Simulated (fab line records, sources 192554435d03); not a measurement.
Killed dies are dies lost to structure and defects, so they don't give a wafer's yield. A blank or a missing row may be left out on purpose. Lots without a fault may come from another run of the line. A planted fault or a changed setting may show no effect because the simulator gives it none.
Which tool did it? | flow n5_finfet | 10 lots, 26 wafers sampled, at 6 steps of a route of 1938

WHAT THE GAUGES READ, wafer by wafer
N5_BEOL_M4_THK_MEAS_01. Usual: M4_ILD_THK 78.7 nm, standard deviation 1.
lot  | measured     | on            | M4_ILD_THK (nm) | flag
L749 | day 8 02:06  | film_metro-02 | 78.4 78.4 79.5  |
L750 | day 8 19:21  | film_metro-02 | 75.8 78.4 77.5  |
L751 | day 9 00:09  | film_metro-01 | 78.2 78.4 78.6  |
L753 | day 9 08:28  | film_metro-02 | 76.1 77.7 78.8  |
L752 | day 9 13:55  | film_metro-01 | 79.5 80.3       |
L758 | day 10 08:44 | film_metro-02 | 77.0 77.6 77.5  |
L756 | day 10 10:22 | film_metro-01 | 78.3 79.9 78.9  |
L765 | day 12 09:59 | film_metro-01 | 68.6 78.5       | OFF
L767 | day 13 01:54 | film_metro-01 | 77.4 68.5       | OFF
L769 | day 13 20:44 | film_metro-01 | 78.2 80.4       |

N5_BEOL_M4_RC_MEAS_101. Usual: DIBL_N 35.8 mV/V, standard deviation 1.5; DIBL_P 35.9 mV/V, standard deviation 1.8; IOFF_N 0.152 nA/um, standard deviation 0.025; IOFF_P 0.21 nA/um, standard deviation 0.031; ION_N 672 uA/um, standard deviation 11; ION_P 462 uA/um, standard deviation 7.4; SS_N 71.5 mV/dec, standard deviation 0.52; SS_P 73.2 mV/dec, standard deviation 0.54; VT_N 250 mV, standard deviation 3; VT_P -250 mV, standard deviation 3.3.
lot  | measured     | on        | DIBL_N (mV/V)  | DIBL_P (mV/V)  | IOFF_N (nA/um)    | IOFF_P (nA/um) | ION_N (uA/um) | ION_P (uA/um) | SS_N (mV/dec)  | SS_P (mV/dec)  | VT_N (mV)   | VT_P (mV)      | flag
L749 | day 8 10:41  | prober-01 | 34.4 37.0 36.8 | 31.2 34.5 34.3 | 0.096 0.137 0.137 | 0.13 0.18 0.18 | 655 672 669   | 449 458 458   | 70.5 71.1 71.2 | 72.3 73.2 73.1 | 261 253 251 | -260 -254 -255 |
L750 | day 9 07:46  | prober-01 | 33.9 34.9 34.1 | 34.8 35.9 35.4 | 0.122 0.143 0.125 | 0.16 0.17 0.16 | 670 674 665   | 457 452 459   | 70.9 70.7 71.5 | 72.9 73.0 72.6 | 250 251 251 | -254 -252 -256 |
L751 | day 9 10:22  | prober-02 | 36.1 36.7 36.1 | 34.1 34.2 35.3 | 0.143 0.153 0.155 | 0.20 0.20 0.22 | 678 659 664   | 465 449 461   | 71.3 71.6 70.4 | 73.3 73.1 73.9 | 251 249 248 | -249 -247 -247 |
L753 | day 9 17:10  | prober-02 | 37.0 37.5 35.0 | 36.6 37.7 33.7 | 0.143 0.146 0.112 | 0.19 0.19 0.14 | 670 665 661   | 459 453 450   | 71.6 71.9 71.4 | 73.8 74.1 72.9 | 252 254 256 | -255 -255 -259 |
L752 | day 10 03:01 | prober-02 | 36.8 37.5      | 38.6 38.5      | 0.155 0.170       | 0.19 0.20      | 678 676       | 459 463       | 71.0 70.9      | 73.4 73.9      | 252 251     | -252 -254      |
L758 | day 10 20:46 | prober-01 | 37.1 34.2 35.5 | 37.8 34.8 36.5 | 0.177 0.128 0.145 | 0.23 0.18 0.20 | 667 677 672   | 458 467 459   | 71.3 71.8 71.3 | 74.7 73.7 74.1 | 248 252 251 | -248 -250 -253 |
L756 | day 10 23:31 | prober-01 | 37.8 37.7 37.9 | 35.5 35.1 34.9 | 0.148 0.151 0.149 | 0.21 0.21 0.20 | 669 666 662   | 458 459 451   | 71.3 72.1 72.2 | 73.0 72.7 73.3 | 250 253 255 | -247 -249 -250 |
L765 | day 12 21:50 | prober-02 | 36.3 35.3      | 38.6 37.1      | 0.179 0.159       | 0.24 0.22      | 677 683       | 463 462       | 71.6 71.4      | 73.8 73.4      | 247 251     | -249 -249      |
L767 | day 13 12:31 | prober-02 | 33.7 33.9      | 34.6 34.2      | 0.135 0.133       | 0.20 0.19      | 662 664       | 465 455       | 71.3 71.8      | 72.6 73.0      | 251 253     | -249 -251      |
L769 | day 14 09:00 | prober-02 | 35.6 35.0      | 35.7 34.9      | 0.151 0.137       | 0.21 0.19      | 666 675       | 465 472       | 71.9 71.3      | 73.4 72.8      | 251 256     | -251 -253      |

WHICH TOOL RAN EACH LOT (tool, then ch and the chambers of the sampled wafers, then the start)
lot  | N5_BEOL_M3_ANNEAL_91         | N5_BEOL_M3_SPUTTER_92        | N5_BEOL_M3_CMP_52             | N5_BEOL_M4_ILD_DEP_00
L749 | pvd_sputter-01, day 8 00:20  | pvd_sputter-01, day 8 00:29  | cmp-01 ch 2,3, day 8 01:27    | pecvd-01 ch 1,2, day 8 02:02
L750 | pvd_sputter-01, day 8 17:34  | pvd_sputter-01, day 8 17:43  | cmp-03 ch 0,3, day 8 18:39    | pecvd-01 ch 0,1, day 8 19:17
L751 | pvd_sputter-02, day 8 22:22  | pvd_sputter-02, day 8 22:30  | cmp-03 ch 2,3, day 8 23:29    | pecvd-01 ch 0, day 9 00:04
L753 | pvd_sputter-03, day 9 06:41  | pvd_sputter-03, day 9 06:50  | cmp-01 ch 1,2,3, day 9 07:51  | pecvd-03 ch 0,1,2, day 9 08:24
L752 | pvd_sputter-02, day 9 12:08  | pvd_sputter-02, day 9 12:14  | cmp-04 ch 0,1, day 9 13:23    | pecvd-01 ch 1,2, day 9 13:52
L758 | pvd_sputter-01, day 10 06:53 | pvd_sputter-01, day 10 07:02 | cmp-03 ch 0,2,3, day 10 08:05 | pecvd-03 ch 0,2, day 10 08:40
L756 | pvd_sputter-02, day 10 08:36 | pvd_sputter-02, day 10 08:44 | cmp-01 ch 1,2,3, day 10 09:43 | pecvd-03 ch 1,2, day 10 10:17
L765 | pvd_sputter-01, day 12 08:14 | pvd_sputter-01, day 12 08:22 | cmp-04 ch 0,1, day 12 09:23   | pecvd-03 ch 0,1, day 12 09:55
L767 | pvd_sputter-02, day 13 00:08 | pvd_sputter-02, day 13 00:16 | cmp-03 ch 0,1, day 13 01:15   | pecvd-03 ch 0,1, day 13 01:50
L769 | pvd_sputter-02, day 13 17:20 | pvd_sputter-02, day 13 17:29 | cmp-04 ch 1,3, day 13 19:53   | pecvd-01 ch 1, day 13 20:40
- N5_BEOL_M3_ANNEAL_91: time 240 s.
- N5_BEOL_M3_SPUTTER_92: material Cu, target thk 4.5 nm, time 8.29 s.
- N5_BEOL_M3_CMP_52: polishes, stops on SiOC, t overpolish 6.8 s, target thk 40 nm.
- N5_BEOL_M4_ILD_DEP_00: deposits SiOC from DEMS/O2, target thk 79 nm, time 15.3 s.

WHAT THE TOOLS THEMSELVES READ (means of the sampled wafers that have a number; where no wafer has one, the mark that the record gives instead)
N5_BEOL_M3_ANNEAL_91. Usual: heater_power_w 806 W, standard deviation 100; susceptor_temp_C 399.98 C, standard deviation 0.23; susceptor_temp_C_max 401.0, standard deviation 0.32.
lot  | tool           | heater_power_w (W) | susceptor_temp_C (C) | susceptor_temp_C_max | flag
L749 | pvd_sputter-01 | 734                | 399.91               | 401.1                |
L750 | pvd_sputter-01 | 752                | 399.92               | 401.1                |
L751 | pvd_sputter-02 | 892                | 400.01               | 401.0                |
L753 | pvd_sputter-03 | 953                | 400.21               | 401.1                |
L752 | pvd_sputter-02 | 908                | 400.07               | 401.4                |
L758 | pvd_sputter-01 | 727                | 400.12               | 401.2                |
L756 | pvd_sputter-02 | 835                | 399.76               | 400.7                |
L765 | pvd_sputter-01 | 768                | 400.06               | 401.1                |
L767 | pvd_sputter-02 | 930                | 399.99               | 400.9                |
L769 | pvd_sputter-02 | 788                | 399.94               | 401.0                |

N5_BEOL_M3_SPUTTER_92. Usual: chamber_pressure_pa 0.07002 Pa, standard deviation 0.00013; chuck_sensor_temp_C -16.0 C, standard deviation 0.58; substrate_temp_c -20.00 C, standard deviation 0.11; susceptor_temp_C -20.00 C, standard deviation 0.1; throttle_valve_pct 30.3 %, standard deviation 1.
lot  | tool           | chamber_pressure_pa (Pa) | chuck_sensor_temp_C (C) | substrate_temp_c (C) | susceptor_temp_C (C) | throttle_valve_pct (%) | flag
L749 | pvd_sputter-01 | 0.07007                  | -15.4                   | -20.05               | -20.13               | 29.3                   |
L750 | pvd_sputter-01 | 0.06996                  | -16.1                   | -19.88               | -20.06               | 30.9                   |
L751 | pvd_sputter-02 | 0.07009                  | -16.4                   | -20.00               | -19.97               | 30.3                   |
L753 | pvd_sputter-03 | 0.07002                  | -15.4                   | -19.98               | -20.07               | 30.3                   |
L752 | pvd_sputter-02 | 0.07003                  | -16.6                   | -20.18               | -20.02               | 30.1                   |
L758 | pvd_sputter-01 | 0.06996                  | -16.0                   | -19.86               | -19.94               | 30.4                   |
L756 | pvd_sputter-02 | 0.06998                  | -16.5                   | -20.03               | -20.00               | 30.7                   |
L765 | pvd_sputter-01 | 0.07013                  | -15.9                   | -19.84               | -20.12               | 30.9                   |
L767 | pvd_sputter-02 | 0.07004                  | -16.4                   | -20.00               | -20.01               | 30.3                   |
L769 | pvd_sputter-02 | 0.07007                  | -16.7                   | -19.99               | -20.07               | 31.0                   |

N5_BEOL_M3_CMP_52. Usual: barrier_field_endpoint_s 24.6 s, standard deviation 0.7; motor_current_A 5.9 A, standard deviation 0.76; overpolish_run_s 6.800 s, standard deviation 0.0094; slurry_flow_ml_min 149.9, standard deviation 0.48; time_to_endpoint_s 61 s, standard deviation 3.4.
lot  | tool   | barrier_field_endpoint_s (s) | motor_current_A (A) | overpolish_run_s (s) | slurry_flow_ml_min | time_to_endpoint_s (s) | flag
L749 | cmp-01 | 23.6                         | 5.8                 | 6.801                | 150.7              | 57                     |
L750 | cmp-03 | 25.8                         | 5.3                 | 6.807                | 149.9              | 66                     |
L751 | cmp-03 | 25.8                         | 5.9                 | 6.803                | 149.4              | 64                     |
L753 | cmp-01 | 23.9                         | 5.5                 | 6.802                | 149.8              | 59                     |
L752 | cmp-04 | 25.1                         | 5.8                 | 6.810                | 150.1              | 62                     |
L758 | cmp-03 | 25.0                         | 5.6                 | 6.805                | 150.0              | 63                     |
L756 | cmp-01 | 24.1                         | 5.8                 | 6.792                | 150.2              | 62                     |
L765 | cmp-04 | 24.0                         | 6.0                 | 6.796                | 149.9              | 55                     |
L767 | cmp-03 | 24.0                         | 5.8                 | 6.804                | 149.4              | 56                     |
L769 | cmp-04 | 24.9                         | 6.0                 | 6.785                | 150.4              | 59                     |

N5_BEOL_M4_ILD_DEP_00. Usual: heater_power_outer_w 260 W, standard deviation 35; heater_power_w 471 W, standard deviation 50; rf_fwd_power_W 494.0 W, standard deviation 1.9; showerhead_plenum_p_Torr 5.700 Torr, standard deviation 0.015; susceptor_temp_C 349.98 C, standard deviation 0.2; throttle_valve_pct 12.1 %, standard deviation 0.76.
lot  | tool     | heater_power_outer_w (W) | heater_power_w (W) | rf_fwd_power_W (W) | showerhead_plenum_p_Torr (Torr) | susceptor_temp_C (C) | throttle_valve_pct (%) | flag
L749 | pecvd-01 | 239                      | 433                | 494.2              | 5.696                           | 349.95               | 13.4                   |
L750 | pecvd-01 | 270                      | 470                | 493.6              | 5.712                           | 349.76               | 12.2                   |
L751 | pecvd-01 | 304                      | 516                | 493.9              | 5.714                           | 350.01               | 11.5                   |
L753 | pecvd-03 | 241                      | 465                | 494.0              | 5.701                           | 349.80               | 11.7                   |
L752 | pecvd-01 | 248                      | 450                | 493.6              | 5.697                           | 349.96               | 13.3                   |
L758 | pecvd-03 | 258                      | 487                | 493.5              | 5.693                           | 349.86               | 11.7                   |
L756 | pecvd-03 | 275                      | 522                | 494.4              | 5.699                           | 349.85               | 11.4                   |
L765 | pecvd-03 | 278                      | 506                | 492.9              | 5.704                           | 349.98               | 11.8                   |
L767 | pecvd-03 | 301                      | 530                | 495.7              | 5.700                           | 350.03               | 11.9                   |
L769 | pecvd-01 | 262                      | 468                | 495.7              | 5.708                           | 350.21               | 13.2                   |

THE ANSWER, worked out from the rows above alone
Rule: a lot is off if the mean of its wafers that have a number lies more than 3 standard deviations from the usual mean. A lot without any number at a reading at which 4 lots or more have one is off too. The other lots that the step has rows for count as sound. The gauges are gone through in route order, then the tools' own readings, and for those a lot's mean is taken as printed above. The first step at which some lot is off is used, and at that step the reading that is off furthest; a lot without a number counts as furthest.
Off: L765, L767, at N5_BEOL_M4_THK_MEAS_01 (M4_ILD_THK).
A tool fits if, at a process step before that reading, it ran every lot that is off, and no sound lot after the first of them. The gauges at N5_BEOL_M4_THK_MEAS_01 are tried like those tools. One fits: pecvd-03 at N5_BEOL_M4_ILD_DEP_00. Its last sound lot is L756 (day 10 10:17), its first lot that is off L765 (day 12 09:55): a fault that began between those two fits.

WHAT THE SIMULATOR HAD PUT IN
Process parameter drift: pecvd-03, from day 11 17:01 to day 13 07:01, at N5_BEOL_M4_ILD_DEP_00. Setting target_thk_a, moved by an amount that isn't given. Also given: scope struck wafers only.
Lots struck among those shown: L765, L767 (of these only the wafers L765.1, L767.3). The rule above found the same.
